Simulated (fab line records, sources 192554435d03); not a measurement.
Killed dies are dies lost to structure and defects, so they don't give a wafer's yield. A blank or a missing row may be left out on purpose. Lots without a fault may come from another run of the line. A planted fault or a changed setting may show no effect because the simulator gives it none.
A struck lot beside a sound one | flow n5_finfet | 14 steps out of a route of 1938
Sound: wafers L186.4, L186.5, L186.6. Struck: wafers L194.2, L194.3, L194.6. The cause comes at the end.
At each step with rows: each side's tool, then ch and its chambers, then its first start. Under that, the readings that differ: sound wafers | struck wafers | difference of the means | sigmas: that difference in standard deviations of wafers without a fault.
alike: readings whose means differ by less than 2 such deviations, and words and numbers that are the same on both sides. not compared: withheld readings, readings that some wafer has no value for, bounds like >300 that may hide the same value, and numbers for which the record gives no deviation and whose values overlap.
The two part at a step that has a row with sigmas, a row that says differs or no value, or rows on one side only. Numbers that don't overlap but have no deviation are shown without sigmas and don't part them. A reading that every wafer of one side lacks parts them only if that side has two wafers or more.

N5_BEOL_M6_INSPECT_58: inspects for defects (darkfield).
  sound on defect_inspect-02, day 8 23:22; struck on defect_inspect-01, day 11 10:00
  alike: raw_defect_count
N5_BEOL_M7_ILD_DEP_00: deposits SiCOH lowk from DEMS/porogen, target thk 179.75 nm, time 33.4 s.
  sound on pecvd-02 ch 0,1,2, day 8 23:26; struck on pecvd-01 ch 0,1,2, day 11 10:02
  alike: heater_power_w, showerhead_plenum_p_Torr, throttle_valve_pct
N5_BEOL_M7_CURE_74: cures SiCOH lowk, time 240 s.
  sound on uv_cure-03 ch 2, day 8 23:43; struck on uv_cure-02 ch 2, day 11 10:16
  reading          | sound             | struck            | difference | sigmas
  wafer_temp_C_max | 386.1 386.1 386.2 | 390.1 389.6 388.1 | +3.1       | +4
  alike: lamp_power_pct
N5_BEOL_M7_THK_MEAS_01:
  sound on film_metro-02, day 8 23:59; struck on film_metro-01, day 11 11:05
  alike: M7_ILD_THK
N5_BEOL_M7_PECVD_70: deposits SiO2 from TEOS/O2, target thk 20 nm, time 22.7 s.
  sound on pecvd-02 ch 0,1,2, day 9 00:02; struck on pecvd-03 ch 0,1,2, day 11 11:08
  alike: heater_power_w, showerhead_plenum_p_Torr, throttle_valve_pct
N5_BEOL_M7_HM_DEP_02: deposits TiN, target thk 20 nm.
  sound on pvd_sputter-02, day 9 01:28; struck on pvd_sputter-03, day 11 13:50
  alike: throttle_valve_pct
then, 6 steps without rows for these wafers: N5_BEOL_M7_COAT_59 (time 60 s, resist thk 100 nm); N5_BEOL_M7_COAT_60 (time 60 s, resist thk 35 nm); N5_BEOL_M7_COAT_05 (resist thk 90 nm); N5_BEOL_M7_EBR_07; N5_BEOL_M7_SOFTBAKE_06 (time 60 s); N5_BEOL_M7_EXPOSE_08 (exposes mask M7).
N5_BEOL_M7_PEB_09: peb time 60 s.
  sound on litho_track-03 ch 0, day 9 03:01; struck on litho_track-05, day 11 14:16
  no value came back on the struck wafers for chill_plate_temp_C (C), exhaust_pa (Pa); on the sound wafers chill_plate_temp_C (C) reads 23.24 23.19 23.18
then, 1 step without rows for these wafers: N5_BEOL_M7_DEVELOP_10 (develop time 30 s).

WHERE THEY PART
First at N5_BEOL_M7_CURE_74; last, within this record, at N5_BEOL_M7_PEB_09.

WHY: what the simulator had put in
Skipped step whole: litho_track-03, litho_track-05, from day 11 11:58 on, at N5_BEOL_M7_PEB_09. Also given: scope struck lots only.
